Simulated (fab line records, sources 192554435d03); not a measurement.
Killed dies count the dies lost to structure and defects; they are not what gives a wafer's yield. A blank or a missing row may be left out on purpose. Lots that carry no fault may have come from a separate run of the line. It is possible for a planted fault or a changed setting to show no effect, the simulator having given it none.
fab line records	flow n5_finfet
record lots=10	wafers=28	last_day=19
route steps=1938 shown BEOL_M4@1111 BEOL_M12@1639 PASSIVATION@1936
lots with no fault: from the same line, run without faults
start_h: hours from the record's first day to the start of the lot's first wafer shown	wait_h: hours since the lot's step before	" same as the row above	L1.1+2: one row covering several wafers at once	- no value, or no start given	* or withheld: withheld	< > ~ a bound
route shown NAME@n: NAME is a module with steps in the file, n the number in the route of the first one	usual: average and standard deviation across the fault-free wafers	same: alike in all rows	chamber/n: place in a boat	sites: the reading at each site	_std_site: their standard deviation	_edge_site: the outer-site mean with the inner-site mean subtracted	radius_mm: how far each site lies from the wafer's centre	mask NAME#n: copy n	behind: tool/chamber where the wafer was last shaped	hold: the reason the lot was held/the length of the hold in hours/how it ended	device: the transistor (n, p or np) that didn't switch	end of line: tests run on the same wafers once the route is complete	for a step that has no rows: nothing shown but its recipe	killed: the dies lost at the first sort to structure and to defects; this is not the yield of the wafer	map: dies across one wafer; x = killed, . = not, _ = none there
set.NAME: the run value of the setting; set.NAME@STEP: its run value at that earlier step	model.NAME: the simulator's own value behind a step, which no gauge read
route steps across a sampled set of lots; one table per step, one row per wafer
services: from which hour (start_h, from the record's first day; less than 0 if before it) a tool's chamber was out of use, for how many hours, and why
## steps
# step N5_BEOL_M4_RC_MEAS_101
# usual DIBL_N=36.5/1.7	DIBL_P=36.6/2.2	IOFF_N=0.16/0.033	IOFF_P=0.22/0.035	ION_N=671/12	ION_P=462/7.7	SS_N=71.6/0.54	SS_P=73.3/0.71	VT_N=250/3.2	VT_P=-249.9/2.9
lot.wafer	tool	chamber	start_h	wait_h	DIBL_N[mV/V]	DIBL_P[mV/V]	IOFF_N[nA/um]	IOFF_P[nA/um]	ION_N[uA/um]	ION_P[uA/um]	SS_N[mV/dec]	SS_P[mV/dec]	VT_N[mV]	VT_P[mV]
L309.2	prober-01	0	195.56	0.5	33.5	33.0	0.12	0.17	668	466	70.3	72.1	252	-250.8
L309.5	"	0	"	"	35.9	35.0	0.15	0.20	671	463	71.6	73.0	249	-249.4
L309.6	"	0	"	"	33.4	32.7	0.12	0.17	674	463	71.1	72.6	250	-250.6
L313.1	prober-02	0	226.39	0.0	37.2	39.3	0.18	0.27	670	471	71.9	73.8	251	-245.9
L313.3	"	0	"	"	34.2	35.6	0.13	0.20	674	471	71.5	72.4	251	-250.3
L313.5	"	0	"	"	36.3	38.2	0.16	0.25	689	482	72.2	72.7	249	-246.8
L314.1	prober-01	0	252.19	0.0	35.8	34.8	0.14	0.17	668	455	71.3	73.2	251	-256.8
L314.2	"	0	"	"	37.5	36.0	0.16	0.19	665	452	71.2	73.3	251	-254.6
L314.6	"	0	"	"	39.2	40.1	0.21	0.25	685	465	71.3	74.3	246	-250.4
L317.1	prober-02	0	260.56	0.0	36.4	36.6	0.16	0.24	670	464	72.3	73.7	251	-248.0
L317.3	"	0	"	"	35.3	34.4	0.14	0.19	660	456	70.8	72.7	253	-251.9
L317.6	"	0	"	"	37.6	37.0	0.17	0.23	665	459	71.3	74.0	248	-248.6
L326.3	prober-02	0	302.92	0.3	37.7	36.1	0.17	0.21	674	457	71.5	73.3	248	-252.2
L326.4	"	0	"	"	35.4	32.7	0.13	0.16	669	459	71.7	72.6	251	-254.9
L326.5	"	0	"	"	37.6	34.8	0.16	0.18	694	464	72.2	73.6	249	-255.4
L324.1	prober-01	0	303.51	0.0	38.5	40.5	0.21	0.28	692	479	71.8	73.8	248	-244.9
L324.4	"	0	"	"	36.7	37.8	0.17	0.21	676	458	71.1	73.6	250	-250.7
L324.6	"	0	"	"	35.1	36.1	0.15	0.20	676	469	71.6	73.8	252	-249.2
L327.1	prober-01	0	312.63	0.0	32.7	32.0	0.11	0.16	664	456	70.9	71.9	254	-252.6
L327.2	"	0	"	"	35.5	34.7	0.14	0.19	673	458	71.4	72.5	253	-251.0
L328.1	prober-02	0	321.08	0.0	37.8	39.2	0.18	0.22	683	466	71.6	74.4	248	-250.4
L328.4	"	0	"	"	36.7	36.7	0.15	0.18	647	436	72.2	73.6	252	-255.9
L328.5	"	0	"	"	37.2	38.8	0.17	0.20	671	454	72.0	73.2	250	-255.8
L329.5	prober-01	0	322.10	0.6	37.2	37.7	0.17	0.22	670	464	71.4	74.1	249	-251.2
L329.6	"	0	"	"	38.7	39.0	0.19	0.22	680	464	72.3	73.5	247	-251.2
L330.2	prober-02	0	345.21	0.2	37.7	36.2	0.17	0.21	661	456	71.8	72.8	251	-251.5
L330.3	"	0	"	"	37.1	35.0	0.16	0.20	679	457	71.6	73.3	251	-251.8
L330.6	"	0	"	"	39.2	38.0	0.20	0.25	689	469	72.0	74.1	247	-249.3
# step N5_BEOL_M12_TRENCH_ETCH_34
# recipe chemistry=C4F8/O2/Ar	target=SiOC	target_depth_a=3189.5	mask_material=SOC	pressure_mtorr=30	source_w=3000	bias_w=700	Ar_flow_sccm=400	C4F8_flow_sccm=15	O2_flow_sccm=8	he_inner_torr=15	he_outer_torr=30	time_s=125.5	ion_energy_ev=250
# usual bias_w=700.3/1.9	drypump_motor_current_A=5.8/0.33	mfc_ar_sccm=400.2/1.2	oes_product_au=0.81/0.088	rf_vpp_V=665/3	showerhead_plenum_p_Torr=3.39/0.11	throttle_valve_pct=24.22/0.21
# same time_s=125.5
lot.wafer	tool	chamber	start_h	wait_h	bias_w	drypump_motor_current_A	mfc_ar_sccm	oes_product_au	rf_hours_counter_h	rf_vpp_V	showerhead_plenum_p_Torr	throttle_valve_pct
L309.2	rie_diel-01	1	278.19	0.0	702.6	5.5	398.3	0.86	65	664	3.32	24.36
L309.5	"	2	"	"	701.3	6.1	398.5	0.97	-	663	3.36	24.07
L309.6	"	1	"	"	701.9	5.6	399.0	0.84	-	664	3.32	24.36
L313.1	rie_diel-01	2	290.10	0.0	701.0	6.1	400.3	0.96	14	663	3.35	24.06
L313.3	"	1	"	"	701.2	5.5	400.1	0.85	70	663	3.32	24.37
L313.5	"	1	"	"	699.8	5.5	399.9	0.85	-	662	3.32	24.38
L314.1	rie_diel-04	0	326.39	0.0	697.8	5.8	399.8	0.78	122	663	3.31	24.40
L314.2	"	1	"	"	698.9	5.8	402.4	0.81	77	667	3.46	23.87
L314.6	"	1	"	"	701.5	5.8	402.0	0.81	-	666	3.46	23.88
L317.1	rie_diel-05	2	329.54	0.0	702.7	5.1	400.2	0.76	145	670	3.59	24.36
L317.3	"	2	"	"	701.5	5.1	398.8	0.76	-	670	3.59	24.39
L317.6	"	2	"	"	703.2	5.1	401.2	0.77	-	670	3.59	24.37
L324.1	rie_diel-01	0	372.61	0.0	698.3	6.0	398.1	0.95	14	668	3.48	24.26
L324.4	"	0	"	"	697.8	6.0	399.7	0.97	-	667	3.48	24.28
L324.6	"	2	"	"	701.5	6.1	399.9	0.88	-	663	3.34	24.11
L326.3	rie_diel-05	0	373.46	0.0	698.7	6.5	401.5	0.95	10	664	3.34	24.17
L326.4	"	3	"	"	701.6	6.6	402.3	0.89	45	666	3.49	24.04
L326.5	"	3	"	"	702.5	6.6	401.4	0.88	-	667	3.49	24.04
L327.1	rie_diel-01	1	381.14	0.0	701.3	5.5	400.0	0.80	109	662	3.30	24.41
L327.2	"	0	"	"	699.9	6.0	400.4	0.94	17	668	3.48	24.27
L328.1	rie_diel-04	2	392.44	0.0	702.7	6.0	399.4	0.82	78	664	3.44	24.32
L328.4	"	1	"	"	702.2	5.8	399.1	0.79	-	666	3.44	23.93
L328.5	"	0	"	"	699.5	5.7	400.4	0.75	-	662	3.29	24.43
L329.5	rie_diel-04	2	397.14	0.1	700.0	6.0	397.5	0.82	-	665	3.44	24.30
L329.6	"	1	"	"	700.2	5.8	401.5	0.79	-	666	3.44	23.92
L330.2	rie_diel-04	2	413.38	0.0	701.1	6.0	399.4	0.81	89	667	3.44	24.34
L330.3	"	1	"	"	696.3	5.8	399.8	0.78	113	666	3.44	23.93
L330.6	"	2	"	"	700.4	6.0	399.9	0.81	-	667	3.44	24.32
# step N5_BEOL_M12_PRE_CLEAN_42
# recipe gas=H2/He	time_s=30	temp_c=250
# usual heater_power_w=341/26
# same time_s=30
lot.wafer	tool	chamber	start_h	wait_h	heater_power_w
L309.2	pvd_sputter-03	-	283.87	0.0	359
L309.5	"	-	"	"	344
L309.6	"	-	"	"	381
L313.1	pvd_sputter-03	-	298.27	0.0	398
L313.3	"	-	"	"	342
L313.5	"	-	"	"	393
L314.1	pvd_sputter-01	-	328.70	0.0	309
L314.2	"	-	"	"	304
L314.6	"	-	"	"	343
L317.1	pvd_sputter-03	-	330.70	0.0	381
L317.3	"	-	"	"	346
L317.6	"	-	"	"	348
L324.1	pvd_sputter-02	-	374.88	0.0	347
L324.4	"	-	"	"	341
L324.6	"	-	"	"	334
L326.3	pvd_sputter-02	-	375.52	0.0	348
L326.4	"	-	"	"	304
L326.5	"	-	"	"	297
L327.1	pvd_sputter-03	-	384.04	0.0	336
L327.2	"	-	"	"	383
L328.1	pvd_sputter-02	-	395.31	0.0	304
L328.4	"	-	"	"	378
L328.5	"	-	"	"	296
L329.5	pvd_sputter-01	-	401.21	0.0	319
L329.6	"	-	"	"	363
L330.2	pvd_sputter-01	-	414.03	0.0	314
L330.3	"	-	"	"	358
L330.6	"	-	"	"	317
# step N5_BEOL_M12_SPUTTER_45
# recipe material=Cu	target_thk_a=800	temp_c=-20	bias_v=60	power_w=26000	chamber_pressure_pa=0.13	time_s=13.33
# usual chamber_pressure_pa=0.12996/0.00027	throttle_valve_pct=29.7/1.3
# same time_s=13.33
lot.wafer	tool	chamber	start_h	wait_h	chamber_pressure_pa	throttle_valve_pct
L309.2	pvd_sputter-03	-	284.07	0.0	0.12978	30.9
L309.5	"	-	"	"	0.12942	31.5
L309.6	"	-	"	"	0.13008	30.0
L313.1	pvd_sputter-03	-	298.47	0.0	0.12951	30.1
L313.3	"	-	"	"	0.13008	31.5
L313.5	"	-	"	"	0.12971	30.0
L314.1	pvd_sputter-01	-	328.90	0.0	0.13009	26.5
L314.2	"	-	"	"	0.13021	29.7
L314.6	"	-	"	"	0.13025	29.5
L317.1	pvd_sputter-03	-	330.90	0.0	0.13011	29.8
L317.3	"	-	"	"	0.12984	31.5
L317.6	"	-	"	"	0.13008	31.3
L324.1	pvd_sputter-02	-	375.08	0.0	0.1302	29.3
L324.4	"	-	"	"	0.13021	31.3
L324.6	"	-	"	"	0.13036	31.4
L326.3	pvd_sputter-02	-	375.72	0.0	0.13018	29.1
L326.4	"	-	"	"	0.13029	29.3
L326.5	"	-	"	"	0.13017	29.4
L327.1	pvd_sputter-03	-	384.24	0.0	0.12993	30.8
L327.2	"	-	"	"	0.13011	29.8
L328.1	pvd_sputter-02	-	395.51	0.0	0.12979	29.3
L328.4	"	-	"	"	0.1299	29.3
L328.5	"	-	"	"	0.12989	29.5
L329.5	pvd_sputter-01	-	401.43	0.0	0.12997	26.6
L329.6	"	-	"	"	0.12997	29.0
L330.2	pvd_sputter-01	-	414.23	0.0	0.13032	26.5
L330.3	"	-	"	"	0.13001	28.8
L330.6	"	-	"	"	0.13051	26.7
# step N5_BEOL_M12_DEP_53
# recipe material=SiCN	target_thk_a=300	temp_c=withheld	precursor=3MS/NH3	pressure_torr=3	rf_w=675	time_s=10.5
# usual chamber_pressure_Torr=3.002/0.0069	rf_fwd_power_W=666/3.7	showerhead_plenum_p_Torr=4.169/0.023	throttle_valve_pct=17.7/1.1	time_s=10.5/0
lot.wafer	tool	chamber	start_h	wait_h	chamber_pressure_Torr	rf_fwd_power_W	showerhead_plenum_p_Torr	throttle_valve_pct	time_s
L309.2	pecvd-02	2	285.09	0.0	3.005	660	4.186	17.3	10.5
L309.5	"	0	"	"	3.004	667	4.140	17.1	10.5
L309.6	"	1	"	"	3.022	667	4.199	19.2	10.5
L313.1	pecvd-03	1	299.65	0.0	2.996	661	4.130	17.1	10.5
L313.3	"	0	"	"	3.015	667	4.162	17.8	10.5
L313.5	"	0	"	"	3.011	666	4.174	18.1	10.5
L314.1	pecvd-02	2	330.02	0.0	2.999	660	4.202	17.4	10.5
L314.2	"	1	"	"	3.005	668	4.202	19.0	10.5
L314.6	"	1	"	"	3.011	668	4.200	19.0	10.5
L317.1	pecvd-03	2	331.83	0.0	3.007	665	4.202	15.6	10.5
L317.3	"	0	"	"	2.990	671	4.169	18.6	10.5
L317.6	"	1	"	"	3.006	660	4.142	17.0	10.5
L324.1	pecvd-01	1	375.99	0.0	-	-	-	-	-
L324.4	"	1	"	"	-	-	-	-	-
L324.6	"	0	"	"	-	-	-	-	-
L326.3	pecvd-02	2	376.90	0.0	-	-	-	-	-
L326.4	"	1	"	"	-	-	-	-	-
L326.5	"	0	"	"	-	-	-	-	-
L327.1	pecvd-03	0	385.17	0.0	2.990	666	4.163	18.0	10.5
L327.2	"	2	"	"	3.005	668	4.185	16.1	10.5
L328.1	pecvd-01	0	396.81	0.0	2.999	670	4.158	19.7	10.5
L328.4	"	1	"	"	3.010	665	4.168	18.4	10.5
L328.5	"	0	"	"	3.004	672	4.153	19.8	10.5
L329.5	pecvd-01	2	402.32	0.0	3.006	667	4.164	18.5	10.5
L329.6	"	1	"	"	2.985	662	4.146	18.7	10.5
L330.2	pecvd-02	0	416.22	0.0	3.010	667	4.152	17.3	10.5
L330.3	"	2	"	"	3.008	662	4.194	17.6	10.5
L330.6	"	0	"	"	3.001	670	4.140	17.0	10.5
# step N5_PASSIVATION_PROBE_49
# usual defect_limited_yield=91.0/1.5	killed_at_M0_to_M3=35/11	killed_at_M4_up=15/5.5	killed_at_contacts=12/5.5	killed_at_front_end=40/11	killed_at_other=4/3.1	killed_dies=106/18	killed_on_rim=14/4.3	killed_open=70/12	killed_short=33/8	sort_bin_5_function=5.2/1	sort_bin_6_memory=3.4/0.66	sort_n_pass=1074/18	sort_yield_pct=91.0/1.5
# same gross_dies=1180	killed_at_back_side=0	sort_bin_4_leakage[%]=0	sort_bin_8_speed[%]=0
lot.wafer	tool	chamber	start_h	wait_h	defect_limited_yield[%]	killed_at_M0_to_M3	killed_at_M4_up	killed_at_contacts	killed_at_front_end	killed_at_other	killed_dies	killed_on_rim	killed_open	killed_short	sort_bin_5_function[%]	sort_bin_6_memory[%]	sort_n_pass	sort_yield_pct[%]
L309.2	prober-02	-	315.01	0.1	91.1	19	10	7	64	5	105	20	68	35	4.8	3.9	1075	91.1
L309.5	prober-02	-	315.16	0.2	91.5	29	14	7	42	8	100	13	66	32	4.5	3.6	1080	91.5
L309.6	prober-02	-	315.21	0.3	92.7	29	11	5	37	4	86	12	62	20	4.7	2.4	1094	92.7
L313.1	prober-02	-	330.28	0.0	92.7	27	17	10	29	3	86	7	56	27	5.3	1.8	1094	92.7
L313.3	prober-02	-	330.38	0.1	90.0	32	14	9	57	6	118	13	69	46	6.1	3.6	1062	90.0
L313.5	prober-02	-	330.48	0.2	91.4	23	5	12	56	6	102	13	66	34	4.9	3.4	1078	91.4
L314.1	prober-02	-	367.16	0.0	91.7	15	14	17	51	1	98	15	58	36	5.0	2.5	1082	91.7
L314.2	prober-02	-	367.21	0.1	90.8	40	11	17	37	4	109	15	77	29	5.3	3.9	1071	90.8
L314.6	prober-02	-	367.41	0.3	92.7	30	8	20	26	2	86	8	53	29	3.6	3.3	1094	92.7
L317.1	prober-02	-	369.14	0.0	91.5	27	18	12	41	2	100	9	71	25	5.3	3.1	1080	91.5
L317.3	prober-02	-	369.24	0.1	90.8	27	11	6	62	2	108	18	63	41	4.9	3.8	1072	90.8
L317.6	prober-02	-	369.39	0.3	89.5	36	13	27	37	11	124	15	78	34	6.0	3.6	1056	89.5
L326.3	prober-02	-	412.42	0.1	0	37	1103	5	30	5	1180	152	55	30	97.4	2.2	0	0
L326.4	prober-02	-	412.47	0.2	0	50	1080	11	38	1	1180	152	76	36	95.4	4.6	0	0
L326.5	prober-02	-	412.52	0.2	0	37	1093	18	30	2	1180	152	75	29	96.0	3.4	0	0
L324.1	prober-02	-	415.82	0.0	0	31	1091	14	35	9	1180	152	61	41	96.6	3.1	0	0
L324.4	prober-02	-	415.97	0.2	0	29	1098	14	36	3	1180	152	64	30	96.6	3.3	0	0
L324.6	prober-02	-	416.07	0.3	0	39	1080	15	42	4	1180	152	73	39	96.4	3.6	0	0
L327.1	prober-01	-	419.52	0.0	91.6	24	21	26	22	6	99	14	66	29	4.6	3.5	1081	91.6
L327.2	prober-01	-	419.57	0.1	91.1	22	22	22	34	5	105	14	75	22	4.8	3.4	1075	91.1
L328.1	prober-02	-	425.05	0.0	90.2	33	36	10	36	1	116	10	81	32	6.3	3.2	1064	90.2
L328.4	prober-02	-	425.20	0.2	90.3	23	33	19	36	4	115	17	77	30	5.8	3.5	1065	90.3
L328.5	prober-02	-	425.25	0.2	86.2	48	27	18	68	2	163	20	120	39	7.7	5.8	1017	86.2
L329.5	prober-01	-	435.96	0.2	92.2	33	8	11	32	8	92	6	55	34	4.5	2.8	1088	92.2
L329.6	prober-01	-	436.01	0.3	89.6	46	18	9	45	5	123	21	75	39	5.8	3.6	1057	89.6
L330.2	prober-01	-	453.11	0.1	89.4	40	10	15	56	4	125	17	79	46	6.0	4.4	1055	89.4
L330.3	prober-01	-	453.16	0.1	90.6	42	16	13	36	4	111	15	71	39	6.0	3.2	1069	90.6
L330.6	prober-01	-	453.31	0.3	88.4	53	11	15	49	9	137	13	80	52	7.5	3.5	1043	88.4
# killed by level:class
L309.2 STI_FIN_REVEAL:geometric_particle:open=21 FIN_SAQP:geometric_particle:open=15 FIN_SAQP:geometric_particle:short=11 BEOL_M1:geometric_particle:open=6 GATE_CUT:geometric_particle:short=5 MOL_CONTACT_COAG:geometric_particle:open=5 BEOL_M4:geometric_particle:open=5 STARTING-WAFER:geometric_particle:short=4
L309.5 STI_FIN_REVEAL:geometric_particle:open=19 BEOL_M0_SAQP:geometric_particle:short=7 BEOL_M2:geometric_particle:open=7 FIN_SAQP:geometric_particle:open=6 MOL_CONTACT_COAG:geometric_particle:open=6 BEOL_M3:geometric_particle:open=5 BEOL_M4:geometric_particle:short=5 GATE_CUT:geometric_particle:open=4
L309.6 STI_FIN_REVEAL:geometric_particle:open=26 BEOL_M1:geometric_particle:open=8 BEOL_M0_SAQP:geometric_particle:open=6 BEOL_M0_SAQP:geometric_particle:short=4 FIN_SAQP:geometric_particle:open=3 MOL_CONTACT_COAG:geometric_particle:short=3 BEOL_M1:geometric_particle:short=3 BEOL_M2:geometric_particle:open=3
L313.1 BEOL_M4:geometric_particle:open=10 BEOL_M0_SAQP:geometric_particle:short=8 MOL_CONTACT_COAG:geometric_particle:open=7 BEOL_M2:geometric_particle:open=6 STARTING-WAFER:geometric_particle:open=6 FIN_SAQP:geometric_particle:open=4 BEOL_M0_SAQP:geometric_particle:open=4 STI_FIN_REVEAL:geometric_particle:open=3
L313.3 FIN_SAQP:geometric_particle:short=10 BEOL_M3:geometric_particle:open=8 DUMMY_GATE:geometric_particle:open=8 MOL_CONTACT_COAG:geometric_particle:open=8 BEOL_M4:geometric_particle:open=8 FIN_SAQP:geometric_particle:open=7 ILD0:geometric_particle:open=6 STI_FIN_REVEAL:geometric_particle:open=5
L313.5 FIN_SAQP:geometric_particle:open=11 STI_FIN_REVEAL:geometric_particle:open=9 MOL_CONTACT_COAG:geometric_particle:open=9 DUMMY_GATE:geometric_particle:open=7 BEOL_M3:geometric_particle:open=7 FIN_SAQP:geometric_particle:short=6 GATE_CUT:geometric_particle:short=5 DUMMY_GATE:geometric_particle:short=4
L314.1 MOL_CONTACT_COAG:geometric_particle:open=13 FIN_SAQP:geometric_particle:short=8 DUMMY_GATE:geometric_particle:open=6 BEOL_M1:geometric_particle:open=6 STARTING-WAFER:geometric_particle:short=6 STARTING-WAFER:geometric_particle:open=5 ILD0:geometric_particle:open=5 FIN_SAQP:geometric_particle:open=4
L314.2 MOL_CONTACT_COAG:geometric_particle:open=14 BEOL_M2:geometric_particle:open=14 FIN_SAQP:geometric_particle:short=12 BEOL_M1:geometric_particle:open=11 FIN_SAQP:geometric_particle:open=9 BEOL_M0_SAQP:geometric_particle:open=5 BEOL_M4:geometric_particle:open=5 STI_FIN_REVEAL:geometric_particle:open=4
L314.6 MOL_CONTACT_COAG:geometric_particle:open=15 BEOL_M1:geometric_particle:open=9 BEOL_M2:geometric_particle:open=8 DUMMY_GATE:geometric_particle:open=5 FIN_SAQP:geometric_particle:short=4 ILD0:geometric_particle:short=4 MOL_CONTACT_COAG:geometric_particle:short=4 BEOL_M3:geometric_particle:open=4
L317.1 FIN_SAQP:geometric_particle:open=15 BEOL_M0_SAQP:geometric_particle:open=10 BEOL_M4:geometric_particle:open=10 MOL_CONTACT_COAG:geometric_particle:open=7 FIN_SAQP:geometric_particle:short=6 GATE_CUT:geometric_particle:open=6 STI_FIN_REVEAL:geometric_particle:open=4 BEOL_M0_SAQP:geometric_particle:short=4
L317.3 FIN_SAQP:geometric_particle:open=19 FIN_SAQP:geometric_particle:short=13 BEOL_M0_SAQP:geometric_particle:short=7 BEOL_M0_SAQP:geometric_particle:open=6 GATE_CUT:geometric_particle:open=5 STARTING-WAFER:geometric_particle:short=5 GATE_CUT:geometric_particle:short=4 MOL_CONTACT_COAG:geometric_particle:open=4
L317.6 MOL_CONTACT_COAG:geometric_particle:open=21 BEOL_M0_SAQP:geometric_particle:open=10 HKMG_FIN:area_etch=9 BEOL_M0_SAQP:geometric_particle:short=8 STI_FIN_REVEAL:geometric_particle:open=6 MOL_CONTACT_COAG:geometric_particle:short=5 BEOL_M0:geometric_particle:open=5 BEOL_M2:geometric_particle:open=5
L326.3 BEOL_M12:area_dep=1094 BEOL_M3:geometric_particle:open=12 BEOL_M4:geometric_particle:open=7 FIN_SAQP:geometric_particle:short=6 BEOL_M1:geometric_particle:open=6 STI_FIN_REVEAL:geometric_particle:open=5 MOL_CONTACT_COAG:geometric_particle:open=4 BEOL_M1:geometric_particle:short=4
L326.4 BEOL_M12:area_dep=1068 STI_FIN_REVEAL:geometric_particle:open=16 BEOL_M0_SAQP:geometric_particle:open=13 MOL_CONTACT_COAG:geometric_particle:open=9 BEOL_M3:geometric_particle:open=8 BEOL_M1:geometric_particle:open=7 BEOL_M1:geometric_particle:short=7 GATE_CUT:geometric_particle:short=6
L326.5 BEOL_M12:area_dep=1075 MOL_CONTACT_COAG:geometric_particle:open=16 BEOL_M0_SAQP:geometric_particle:open=12 BEOL_M4:geometric_particle:open=9 BEOL_M0_SAQP:geometric_particle:short=6 BEOL_M2:geometric_particle:open=6 DUMMY_GATE:geometric_particle:open=5 BEOL_M3:geometric_particle:open=5
L324.1 BEOL_M12:area_dep=1078 MOL_CONTACT_COAG:geometric_particle:open=12 BEOL_M2:geometric_particle:open=9 FIN_SAQP:geometric_particle:open=7 BEOL_M0_SAQP:geometric_particle:short=7 BEOL_M0_SAQP:geometric_particle:open=7 BEOL_M4:geometric_particle:open=7 DUMMY_GATE:geometric_particle:short=6
L324.4 BEOL_M12:area_dep=1086 MOL_CONTACT_COAG:geometric_particle:open=11 DUMMY_GATE:geometric_particle:open=8 FIN_SAQP:geometric_particle:open=7 STI_FIN_REVEAL:geometric_particle:open=6 GATE_CUT:geometric_particle:short=6 BEOL_M0_SAQP:geometric_particle:open=5 BEOL_M0_SAQP:geometric_particle:short=5
L324.6 BEOL_M12:area_dep=1067 FIN_SAQP:geometric_particle:open=10 STI_FIN_REVEAL:geometric_particle:open=10 MOL_CONTACT_COAG:geometric_particle:open=10 BEOL_M0_SAQP:geometric_particle:short=9 BEOL_M0_SAQP:geometric_particle:open=7 FIN_SAQP:geometric_particle:short=6 BEOL_M0:geometric_particle:open=6
L327.1 MOL_CONTACT_COAG:geometric_particle:open=19 BEOL_M0_SAQP:geometric_particle:short=8 BEOL_M4:geometric_particle:open=8 BEOL_M0_SAQP:geometric_particle:open=6 BEOL_M5:geometric_particle:open=6 FIN_SAQP:geometric_particle:short=5 MOL_CONTACT_COAG:geometric_particle:short=5 STARTING-WAFER:geometric_particle:open=4
L327.2 MOL_CONTACT_COAG:geometric_particle:open=17 STI_FIN_REVEAL:geometric_particle:open=10 BEOL_M3:geometric_particle:open=10 BEOL_M4:geometric_particle:open=9 HKMG_FIN:area_etch=6 MOL_CONTACT_COAG:geometric_particle:short=5 FIN_SAQP:geometric_particle:open=4 BEOL_M0_SAQP:geometric_particle:open=4
L328.1 BEOL_M4:geometric_particle:open=23 BEOL_M0_SAQP:geometric_particle:short=9 MOL_CONTACT_COAG:geometric_particle:open=8 DUMMY_GATE:geometric_particle:open=7 BEOL_M0_SAQP:geometric_particle:open=6 FIN_SAQP:geometric_particle:open=5 FIN_SAQP:geometric_particle:short=5 BEOL_M2:geometric_particle:open=5
L328.4 BEOL_M4:geometric_particle:open=17 MOL_CONTACT_COAG:geometric_particle:open=16 FIN_SAQP:geometric_particle:short=8 STI_FIN_REVEAL:geometric_particle:open=8 BEOL_M1:geometric_particle:open=6 FIN_SAQP:geometric_particle:open=5 DUMMY_GATE:geometric_particle:open=4 BEOL_M2:geometric_particle:short=4
L328.5 FIN_SAQP:geometric_particle:open=24 BEOL_M3:geometric_particle:open=19 MOL_CONTACT_COAG:geometric_particle:open=16 BEOL_M4:geometric_particle:open=16 STI_FIN_REVEAL:geometric_particle:open=15 FIN_SAQP:geometric_particle:short=10 BEOL_M0_SAQP:geometric_particle:short=10 BEOL_M0_SAQP:geometric_particle:open=8
L329.5 MOL_CONTACT_COAG:geometric_particle:open=9 BEOL_M0_SAQP:geometric_particle:open=9 BEOL_M1:geometric_particle:open=7 STI_FIN_REVEAL:geometric_particle:open=5 BEOL_M0_SAQP:geometric_particle:short=5 BEOL_M2:geometric_particle:open=5 STARTING-WAFER:geometric_particle:short=4 BEOL_M4:geometric_particle:open=4
L329.6 BEOL_M0_SAQP:geometric_particle:short=11 STI_FIN_REVEAL:geometric_particle:open=9 BEOL_M0_SAQP:geometric_particle:open=9 MOL_CONTACT_COAG:geometric_particle:open=8 BEOL_M2:geometric_particle:open=8 BEOL_M3:geometric_particle:open=8 BEOL_M4:geometric_particle:open=8 HKMG_FIN:area_etch=8
L330.2 MOL_CONTACT_COAG:geometric_particle:open=12 FIN_SAQP:geometric_particle:short=11 GATE_CUT:geometric_particle:short=9 BEOL_M0_SAQP:geometric_particle:short=9 BEOL_M2:geometric_particle:open=9 FIN_CUT:geometric_particle:open=7 FIN_SAQP:geometric_particle:open=6 BEOL_M3:geometric_particle:open=6
L330.3 MOL_CONTACT_COAG:geometric_particle:open=13 BEOL_M2:geometric_particle:open=9 FIN_SAQP:geometric_particle:short=8 FIN_SAQP:geometric_particle:open=7 BEOL_M1:geometric_particle:open=7 BEOL_M3:geometric_particle:open=7 BEOL_M2:geometric_particle:short=6 DUMMY_GATE:geometric_particle:open=5
L330.6 FIN_SAQP:geometric_particle:short=16 BEOL_M3:geometric_particle:open=14 MOL_CONTACT_COAG:geometric_particle:open=12 BEOL_M0_SAQP:geometric_particle:open=10 BEOL_M0_SAQP:geometric_particle:short=10 BEOL_M1:geometric_particle:open=9 FIN_SAQP:geometric_particle:open=7 STI_FIN_REVEAL:geometric_particle:open=5
## services
tool	chamber	start_h	hours	kind
rie_diel-05	3	279.85	1.7	repair
rie_diel-01	3	284.66	-	clean
rie_diel-01	3	284.66	-	consumable_replace:focus_ring
rie_diel-01	3	284.66	-	consumable_replace:showerhead
rie_diel-01	3	284.66	35.6	scheduled_down
rie_diel-01	3	284.66	35.6	vent_cycle
pecvd-02	2	294.05	5.7	repair
pecvd-01	1	319.03	21.8	repair
rie_diel-01	0	320.53	-	clean
rie_diel-01	0	320.53	-	consumable_replace:focus_ring
rie_diel-01	0	320.53	19.4	scheduled_down
rie_diel-01	0	320.53	19.4	vent_cycle
rie_diel-05	3	328.32	4.4	repair
pecvd-01	2	340.35	4.3	repair
pecvd-01	-	342.99	2.8	pm
rie_diel-01	3	364.06	16.3	repair
rie_diel-05	0	376.70	8.0	repair
pecvd-02	0	378.76	2.1	scheduled_down
pecvd-02	1	383.62	-	clean
pecvd-02	1	383.62	-	consumable_replace:showerhead
pecvd-02	1	383.62	29.0	scheduled_down
pecvd-02	1	383.62	29.0	vent_cycle
pecvd-03	2	387.88	48.4	repair
pecvd-02	0	401.43	5.5	scheduled_down
## key
first_sign step=N5_BEOL_M12_DEP_53	reading=tool_record	direction=missing
effect step=N5_PASSIVATION_PROBE_49	reading=killed_at_M4_up	direction=up	sigmas=99+	usual=15	struck=1091
more_kills_born_at N5_BEOL_M12_DEP_53@pecvd-02=3237	N5_BEOL_M12_DEP_53@pecvd-01=3231
met_at N5_BEOL_M12_DEP_53
struck_lots L324,L326
later_rows_left_out L324.1,L324.4,L324.6,L326.3,L326.4,L326.5
not_acting_at N5_BEOL_M12_TRENCH_ETCH_34,N5_BEOL_M12_PRE_CLEAN_42,N5_BEOL_M12_SPUTTER_45
onset_between 330.02 375.99
fault kind=skipped_step_whole	tool=pecvd-01,pecvd-02	chamber=-	onset_h=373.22	steps=N5_BEOL_M12_DEP_53	scope=struck_lots_only
# later_rows_left_out: the simulator's readings of these wafers behind a module that went badly wrong aren't trusted and aren't shown, but for the sort
